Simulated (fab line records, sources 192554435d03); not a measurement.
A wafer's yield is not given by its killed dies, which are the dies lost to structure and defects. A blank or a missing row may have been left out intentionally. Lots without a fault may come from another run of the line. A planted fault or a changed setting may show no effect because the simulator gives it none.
Matching of chambers :: flow n5-finfet :: N5_BEOL_M0_STRIP_140 on rie-diel-06 has 4 sister chambers
The step strips in CF4. 18 wafers are shown with their chamber, then 9 later ones without.

== EACH WAFER AND ITS CHAMBER ==
wafer: L076.1
chamber: 1
showerhead-plenum-p-Torr (Torr): 1.82
throttle-valve-pct (%): 13.53
drypump-motor-current-A (A): 5.4

wafer: L076.4
chamber: 0
showerhead-plenum-p-Torr (Torr): 1.86
throttle-valve-pct (%): 13.81
drypump-motor-current-A (A): 5.1

wafer: L076.6
chamber: 2
showerhead-plenum-p-Torr (Torr): 1.74
throttle-valve-pct (%): 13.59
drypump-motor-current-A (A): 5.2

wafer: L078.1
chamber: 0
showerhead-plenum-p-Torr (Torr): 1.86
throttle-valve-pct (%): 13.80
drypump-motor-current-A (A): 5.0

wafer: L078.2
chamber: 1
showerhead-plenum-p-Torr (Torr): 1.82
throttle-valve-pct (%): 13.55
drypump-motor-current-A (A): 5.4

wafer: L078.4
chamber: 3
showerhead-plenum-p-Torr (Torr): 1.74
throttle-valve-pct (%): 13.15
drypump-motor-current-A (A): 4.9

wafer: L080.2
chamber: 3
showerhead-plenum-p-Torr (Torr): 1.74
throttle-valve-pct (%): 13.16
drypump-motor-current-A (A): 4.9

wafer: L080.3
chamber: 0
showerhead-plenum-p-Torr (Torr): 1.86
throttle-valve-pct (%): 13.84
drypump-motor-current-A (A): 5.0

wafer: L080.4
chamber: 1
showerhead-plenum-p-Torr (Torr): 1.82
throttle-valve-pct (%): 13.56
drypump-motor-current-A (A): 5.3

wafer: L082.1
chamber: 1
showerhead-plenum-p-Torr (Torr): 1.82
throttle-valve-pct (%): 13.58
drypump-motor-current-A (A): 5.4

wafer: L082.3
chamber: 3
showerhead-plenum-p-Torr (Torr): 1.74
throttle-valve-pct (%): 13.19
drypump-motor-current-A (A): 4.9

wafer: L082.6
chamber: 1
showerhead-plenum-p-Torr (Torr): 1.82
throttle-valve-pct (%): 13.57
drypump-motor-current-A (A): 5.3

wafer: L085.1
chamber: 3
showerhead-plenum-p-Torr (Torr): 1.74
throttle-valve-pct (%): 13.21
drypump-motor-current-A (A): 4.9

wafer: L085.4
chamber: 2
showerhead-plenum-p-Torr (Torr): 1.73
throttle-valve-pct (%): 13.64
drypump-motor-current-A (A): 5.2

wafer: L085.5
chamber: 0
showerhead-plenum-p-Torr (Torr): 1.85
throttle-valve-pct (%): 13.85
drypump-motor-current-A (A): 5.0

wafer: L086.2
chamber: 1
showerhead-plenum-p-Torr (Torr): 1.82
throttle-valve-pct (%): 13.61
drypump-motor-current-A (A): 5.4

wafer: L086.4
chamber: 1
showerhead-plenum-p-Torr (Torr): 1.82
throttle-valve-pct (%): 13.59
drypump-motor-current-A (A): 5.4

wafer: L086.6
chamber: 2
showerhead-plenum-p-Torr (Torr): 1.73
throttle-valve-pct (%): 13.63
drypump-motor-current-A (A): 5.2

SIGNATURES, as means of the wafers listed above
reading: showerhead-plenum-p-Torr
chamber 0: 1.8575
chamber 1: 1.8200
chamber 2: 1.7333
chamber 3: 1.7400
scatter within a chamber: 0.00318

reading: throttle-valve-pct
chamber 0: 13.8250
chamber 1: 13.5700
chamber 2: 13.6200
chamber 3: 13.1775
scatter within a chamber: 0.0262

reading: drypump-motor-current-A
chamber 0: 5.025
chamber 1: 5.371
chamber 2: 5.200
chamber 3: 4.900
scatter within a chamber: 0.0394
Rule: distance of a wafer from a chamber = root of the sum over the readings of ((wafer's reading minus chamber's mean) / reading's scatter) squared. The wafer belongs to the nearest chamber; if the next one is less than 2 further off, it can't be placed. How the scatter is found: for the shown wafers, subtract from each reading the mean of its chamber, square and add these, divide the total by (wafers less chambers), then take the root.

== WAFERS WITHOUT THEIR CHAMBER ==
wafer: L087.1
showerhead-plenum-p-Torr (Torr): 1.74
throttle-valve-pct (%): 13.23
drypump-motor-current-A (A): 4.9

wafer: L087.3
showerhead-plenum-p-Torr (Torr): 1.73
throttle-valve-pct (%): 13.64
drypump-motor-current-A (A): 5.2

wafer: L087.5
showerhead-plenum-p-Torr (Torr): 1.73
throttle-valve-pct (%): 13.65
drypump-motor-current-A (A): 5.2

wafer: L088.1
showerhead-plenum-p-Torr (Torr): 1.73
throttle-valve-pct (%): 13.64
drypump-motor-current-A (A): 5.2

wafer: L088.2
showerhead-plenum-p-Torr (Torr): 1.74
throttle-valve-pct (%): 13.20
drypump-motor-current-A (A): 4.9

wafer: L088.4
showerhead-plenum-p-Torr (Torr): 1.73
throttle-valve-pct (%): 13.65
drypump-motor-current-A (A): 5.2

wafer: L097.1
showerhead-plenum-p-Torr (Torr): 1.85
throttle-valve-pct (%): 13.90
drypump-motor-current-A (A): 5.1

wafer: L097.3
showerhead-plenum-p-Torr (Torr): 1.73
throttle-valve-pct (%): 13.26
drypump-motor-current-A (A): 4.9

wafer: L097.5
showerhead-plenum-p-Torr (Torr): 1.73
throttle-valve-pct (%): 13.27
drypump-motor-current-A (A): 4.9

== THE CHAMBER EACH PASSED THROUGH ==
wafer: L087.1
from the rows above: 3
in truth: 3

wafer: L087.3
from the rows above: 2
in truth: 2

wafer: L087.5
from the rows above: 2
in truth: 2

wafer: L088.1
from the rows above: 2
in truth: 2

wafer: L088.2
from the rows above: 3
in truth: 3

wafer: L088.4
from the rows above: 2
in truth: 2

wafer: L097.1
from the rows above: 0
in truth: 0

wafer: L097.3
from the rows above: 3
in truth: 3

wafer: L097.5
from the rows above: 3
in truth: 3
Correctly placed: 9 of 9. Not placeable from these rows: 0. Wrongly placed: 0.
